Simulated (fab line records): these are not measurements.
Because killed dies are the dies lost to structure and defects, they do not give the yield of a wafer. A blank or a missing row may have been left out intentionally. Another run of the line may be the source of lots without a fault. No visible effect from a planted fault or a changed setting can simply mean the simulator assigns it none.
A struck lot beside a sound one | flow n5-finfet | 21 out of 1938 route steps
Sound: these wafers, L841.2, L841.3, L841.6. Struck: wafer L840.1 (left out: L840.3, L840.5 of the same lot, which were not struck); the cause appears at the end.
Order at every step that has rows: each side's tool, ch and its chambers, its first start. Under that, the readings that differ: sound wafers | struck wafers | difference of the means | sigmas: that difference in standard deviations of wafers without a fault.
alike: same words and numbers on both sides, and readings whose means sit less than 2 such deviations apart. not compared: any withheld reading, any reading some wafer has no value for, any bound like >300 that may hide the same value, and any number with overlapping values for which the record gives no deviation.
Wherever a step has rows on one side only, a row that says differs or no value, or a row with sigmas, the two part there. Numbers that don't overlap but have no deviation are shown without sigmas and don't part them. A reading missing from all wafers of one side parts the sides only when that side holds two or more wafers.

first, 9 steps without rows for these wafers: N5_BEOL_M10_EXPOSE_08 (exposes mask M10); N5_BEOL_M10_PEB_09 (peb time 60 s); N5_BEOL_M10_DEVELOP_10 (develop time 30 s); N5_BEOL_M10_DESCUM_16 (chemistry O2, time 7.9 s); N5_BEOL_M10_ETCH_61 (etches SiARC in CF4, target depth 39 nm, time 65 s); N5_BEOL_M10_ETCH_62 (etches SOC in N2/H2, target depth 110 nm, overetch 22 nm, time 165 s); N5_BEOL_M10_STRIP_68 (strips in N2/H2); N5_BEOL_M10_STRIP_67 (strips in CF4); N5_BEOL_M10_HM_OPEN_17 (chemistry Cl2/BCl3, target TiN, target depth 20 nm, overetch 6 nm).
N5_BEOL_M10_STRIP_19: strips in O2.
  sound on rie-diel-02 ch 1,2, day 14 12:08; struck on rie-diel-05 ch 2, day 13 23:53
  alike: drypump-motor-current-A, o2-flow-sccm, oes-product-au, rf-vpp-V, showerhead-plenum-p-Torr, throttle-valve-pct
  not compared: rf-hours-counter-h
then, 8 steps without rows for these wafers: N5_BEOL_M10_COAT_63 (time 60 s, resist thk 100 nm); N5_BEOL_M10_COAT_64 (time 60 s, resist thk 30 nm); N5_BEOL_M10_COAT_22 (resist thk 90 nm); N5_BEOL_M10_EBR_24; N5_BEOL_M10_SOFTBAKE_23 (time 60 s); N5_BEOL_M10_EXPOSE_25 (exposes mask V9); N5_BEOL_M10_PEB_26 (peb time 60 s); N5_BEOL_M10_DEVELOP_27 (develop time 30 s).
N5_BEOL_M10_INSPECT_30: inspects for defects (brightfield).
  struck on defect-inspect-01, day 14 00:25; sound on defect-inspect-01, day 14 12:33
  reading          | sound       | struck | difference | sigmas
  raw-defect-count | 379 367 389 | 858    | +480       | +5
then, 1 step without rows for these wafers: N5_BEOL_M10_DESCUM_33 (chemistry O2, time 7.9 s).
-- the record jumps here: 2 days lie between the struck wafers' starts before and after (it left off in module BEOL_M10 and takes up again in module PASSIVATION, whose first step shown is number 1936 of the route) --
N5_PASSIVATION_PROBE_49:
  record: rows for the struck wafers here (prober-01, day 16 09:22), none for the sound ones

WHERE THEY PART
At N5_BEOL_M10_INSPECT_30 first; at N5_PASSIVATION_PROBE_49 last (within this record only).

WHY: the cause the simulator had injected
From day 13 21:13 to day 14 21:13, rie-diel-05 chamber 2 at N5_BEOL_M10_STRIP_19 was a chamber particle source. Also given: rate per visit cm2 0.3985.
